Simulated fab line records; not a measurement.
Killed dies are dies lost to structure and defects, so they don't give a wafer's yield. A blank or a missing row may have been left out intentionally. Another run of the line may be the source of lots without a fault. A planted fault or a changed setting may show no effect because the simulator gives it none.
The tool behind it: which one?	flow n5_finfet	43 wafers from 15 lots sampled at 4 of the route's 1938 steps

== WHAT THE GAUGES SHOWED, per wafer ==
The record lacks any reading of a measuring or inspecting step that a usual standard deviation could be used to judge.

== TOOL THAT RAN EACH LOT (tool first, then ch and the chambers of the sampled wafers, then the start) ==
lot	N5_BEOL_M9_ETCH_76	N5_BEOL_M9_CURE_72	N5_BEOL_M10_DEVELOP_10	N5_BEOL_M10_STRIP_19
L798	rie_diel-03 ch 1,2,3, day 9 01:28	uv_cure-02 ch 1, day 9 02:14	litho_track-02 ch 0, day 9 07:29	rie_diel-02 ch 0,1, day 9 08:02
L799	rie_diel-05 ch 0,2,3, day 9 21:46	uv_cure-02 ch 1, day 9 22:29	litho_track-02 ch 0, day 10 03:20	rie_diel-02 ch 0,1,2, day 10 03:57
L801	rie_diel-04 ch 1,2,3, day 10 02:03	uv_cure-01 ch 1, day 10 02:43	litho_track-01 ch 0, day 10 06:52	rie_diel-01 ch 0,3, day 10 07:23
L804	rie_diel-03 ch 0,1,3, day 10 22:10	uv_cure-01 ch 2, day 10 22:46	litho_track-01 ch 0, day 11 03:44	rie_diel-06 ch 2,3, day 11 04:34
L803	rie_diel-04 ch 0,1,3, day 11 00:59	uv_cure-01 ch 2, day 11 01:39	litho_track-02 ch 0, day 11 04:53	rie_diel-01 ch 1,3, day 11 06:16
L805	rie_diel-04 ch 0,1,2, day 11 03:41	uv_cure-02 ch 0, day 11 04:21	litho_track-03 ch 0, day 11 08:39	rie_diel-06 ch 1,3, day 11 09:11
L806	rie_diel-05 ch 0,3, day 11 17:22	uv_cure-01 ch 1, day 11 17:58	litho_track-02 ch 0, day 12 00:12	rie_diel-06 ch 0,2, day 12 00:49
L808	rie_diel-04 ch 1,2,3, day 11 21:29	uv_cure-01 ch 1, day 11 22:06	litho_track-01 ch 0, day 12 04:48	rie_diel-01 ch 1,2, day 12 05:46
L813	rie_diel-05 ch 2,3, day 13 11:55	uv_cure-01 ch 1, day 13 12:53	litho_track-02, day 13 17:20	rie_diel-06 ch 1,2, day 13 18:05
L814	rie_diel-05 ch 1,2, day 13 18:34	uv_cure-01 ch 0, day 13 19:18	litho_track-01, day 13 23:35	rie_diel-01 ch 2,3, day 14 00:10
L816	rie_diel-04 ch 1,2, day 14 04:21	uv_cure-02 ch 0, day 14 04:58	litho_track-01 ch 0, day 14 09:02	rie_diel-01 ch 0,1, day 14 09:47
L817	rie_diel-03 ch 1,3, day 14 11:22	uv_cure-01 ch 2, day 14 12:02	litho_track-02 ch 0, day 14 15:55	rie_diel-01 ch 1,3, day 14 16:27
L815	rie_diel-03 ch 0,1,3, day 14 13:46	uv_cure-02 ch 0, day 14 14:22	litho_track-03, day 15 00:22	rie_diel-01 ch 2,3, day 15 01:29
L819	rie_diel-04 ch 0,1, day 15 07:29	uv_cure-01 ch 0, day 15 08:07	litho_track-03 ch 0, day 15 14:23	rie_diel-02 ch 0,2, day 15 15:18
L820	rie_diel-05 ch 0,3, day 15 14:01	uv_cure-02 ch 0, day 15 14:38	litho_track-02 ch 0, day 15 21:28	rie_diel-01 ch 1,2,3, day 15 21:59
- N5_BEOL_M9_ETCH_76: etches underlayer in N2/H2, target depth 6.5 nm, time 5.2 s.
- N5_BEOL_M9_CURE_72: cures SiCOH lowk, time 120 s.
- N5_BEOL_M10_DEVELOP_10: develop time 30 s.
- N5_BEOL_M10_STRIP_19: strips in O2.

== WHAT THE TOOLS THEMSELVES READ (means of the sampled wafers that have a number; where no wafer has one, the mark that the record gives instead) ==
N5_BEOL_M9_ETCH_76. Usual: drypump_motor_current_A 5.6 A, standard deviation 0.53; etch_rf_on_time_s 5.16 s, standard deviation 0.14; oes_product_au 0.70 a.u., standard deviation 0.093; rf_vpp_V 523.6 V, standard deviation 2.9; showerhead_plenum_p_Torr 2.53 Torr, standard deviation 0.096; throttle_valve_pct 17.7 %, standard deviation 0.34.
lot	tool	drypump_motor_current_A (A)	etch_rf_on_time_s (s)	oes_product_au (a.u.)	rf_vpp_V (V)	showerhead_plenum_p_Torr (Torr)	throttle_valve_pct (%)	flag
L798	rie_diel-03	5.6	5.13	0.74	526.1	2.61	17.9	
L799	rie_diel-05	5.4	5.22	0.72	524.1	2.55	17.2	
L801	rie_diel-04	5.8	5.23	0.61	520.5	2.46	18.0	
L804	rie_diel-03	5.3	5.08	0.77	525.3	2.56	17.9	
L803	rie_diel-04	5.4	5.14	0.61	521.8	2.42	17.8	
L805	rie_diel-04	5.5	5.19	0.59	520.6	2.44	18.0	
L806	rie_diel-05	5.2	5.13	0.77	525.0	2.51	17.1	
L808	rie_diel-04	5.8	5.15	0.62	521.7	2.45	18.0	
L813	rie_diel-05	5.5	5.04	0.82	524.0	2.55	17.1	
L814	rie_diel-05	5.7	5.19	0.80	526.5	2.64	17.3	
L816	rie_diel-04	5.7	5.24	0.71	521.4	2.46	17.9	
L817	rie_diel-03	5.3	5.05	0.74	522.6	2.55	18.0	
L815	rie_diel-03	5.3	4.99	0.74	524.7	2.55	17.9	
L819	rie_diel-04	5.0	5.09	0.72	524.0	2.55	17.6	
L820	rie_diel-05	5.4	5.25	0.71	523.5	2.52	17.2	

N5_BEOL_M9_CURE_72. Usual: lamp_power_pct 52.32 %, standard deviation 0.055; wafer_temp_C_max 371.4, standard deviation 0.5.
lot	tool	lamp_power_pct (%)	wafer_temp_C_max	flag
L798	uv_cure-02	52.31	371.1	
L799	uv_cure-02	52.39	371.0	
L801	uv_cure-01	52.33	371.3	
L804	uv_cure-01	52.35	372.2	
L803	uv_cure-01	52.32	372.7	
L805	uv_cure-02	52.27	371.1	
L806	uv_cure-01	52.29	371.2	
L808	uv_cure-01	52.34	370.9	
L813	uv_cure-01	52.31	371.0	
L814	uv_cure-01	52.27	371.6	
L816	uv_cure-02	52.28	371.6	
L817	uv_cure-01	52.31	371.8	
L815	uv_cure-02	52.31	371.0	
L819	uv_cure-01	52.36	371.3	
L820	uv_cure-02	52.32	371.2	

N5_BEOL_M10_DEVELOP_10. Usual: chill_plate_temp_C 23.01 C, standard deviation 0.11; exhaust_pa 44.9 Pa, standard deviation 0.95.
lot	tool	chill_plate_temp_C (C)	exhaust_pa (Pa)	flag
L798	litho_track-02	23.12	44.8	
L799	litho_track-02	23.06	44.1	
L801	litho_track-01	22.87	44.6	
L804	litho_track-01	23.01	45.4	
L803	litho_track-02	23.02	43.1	
L805	litho_track-03	22.97	44.7	
L806	litho_track-02	23.14	44.8	
L808	litho_track-01	23.03	43.8	
L813	litho_track-02	-	-	OFF
L814	litho_track-01	-	-	OFF
L816	litho_track-01	22.94	45.2	
L817	litho_track-02	22.97	45.2	
L815	litho_track-03	-	-	OFF
L819	litho_track-03	23.10	44.9	
L820	litho_track-02	22.99	45.2	

N5_BEOL_M10_STRIP_19. Usual: drypump_motor_current_A 5.7 A, standard deviation 0.51; oes_product_au 0.82 a.u., standard deviation 0.067; rf_vpp_V 3.7 V, standard deviation 0.62; showerhead_plenum_p_Torr 2.10 Torr, standard deviation 0.086; throttle_valve_pct 16.63 %, standard deviation 0.16.
lot	tool	drypump_motor_current_A (A)	oes_product_au (a.u.)	rf_vpp_V (V)	showerhead_plenum_p_Torr (Torr)	throttle_valve_pct (%)	flag
L798	rie_diel-02	5.7	0.83	3.5	2.13	16.39	
L799	rie_diel-02	5.7	0.81	3.4	2.16	16.47	
L801	rie_diel-01	6.0	0.74	3.8	1.99	16.83	
L804	rie_diel-06	5.3	0.84	4.4	2.21	16.67	
L803	rie_diel-01	5.6	0.77	3.7	2.04	16.74	
L805	rie_diel-06	6.1	0.79	3.7	2.07	16.69	
L806	rie_diel-06	5.4	0.84	3.7	2.23	16.75	
L808	rie_diel-01	6.0	0.80	3.9	2.04	16.58	
L813	rie_diel-06	6.3	0.78	3.3	2.07	16.79	
L814	rie_diel-01	6.2	0.82	3.6	2.03	16.54	
L816	rie_diel-01	5.7	0.93	4.2	2.15	16.48	
L817	rie_diel-01	5.4	0.89	3.6	2.05	16.57	
L815	rie_diel-01	5.9	0.79	3.5	2.02	16.66	
L819	rie_diel-02	5.8	0.77	4.0	2.16	16.57	
L820	rie_diel-01	5.8	0.84	3.3	2.03	16.59	

== THE ANSWER, worked out from the rows above alone ==
Rule: take the mean of a lot's wafers that have a number; if it is more than 3 standard deviations from the usual mean, the lot is off. A lot without any number at a reading at which 4 lots or more have one is off too. Any other lot the step has rows for is counted as sound. After the gauges, taken in route order, come the tools' own readings; for these a lot's mean is taken, as printed above. At the first step where some lot is off, the reading lying furthest off is the one used; lots without a number count as furthest.
Off: L813, L814, L815 (N5_BEOL_M10_DEVELOP_10, chill_plate_temp_C). Without a number there: L813, L814, L815.
If a tool, at that step or one of the process steps before it, ran each lot that is off and ran no sound lot following the first of them, it fits. Of those tried, none fits.

== WHAT WAS PUT IN BY THE SIMULATOR ==
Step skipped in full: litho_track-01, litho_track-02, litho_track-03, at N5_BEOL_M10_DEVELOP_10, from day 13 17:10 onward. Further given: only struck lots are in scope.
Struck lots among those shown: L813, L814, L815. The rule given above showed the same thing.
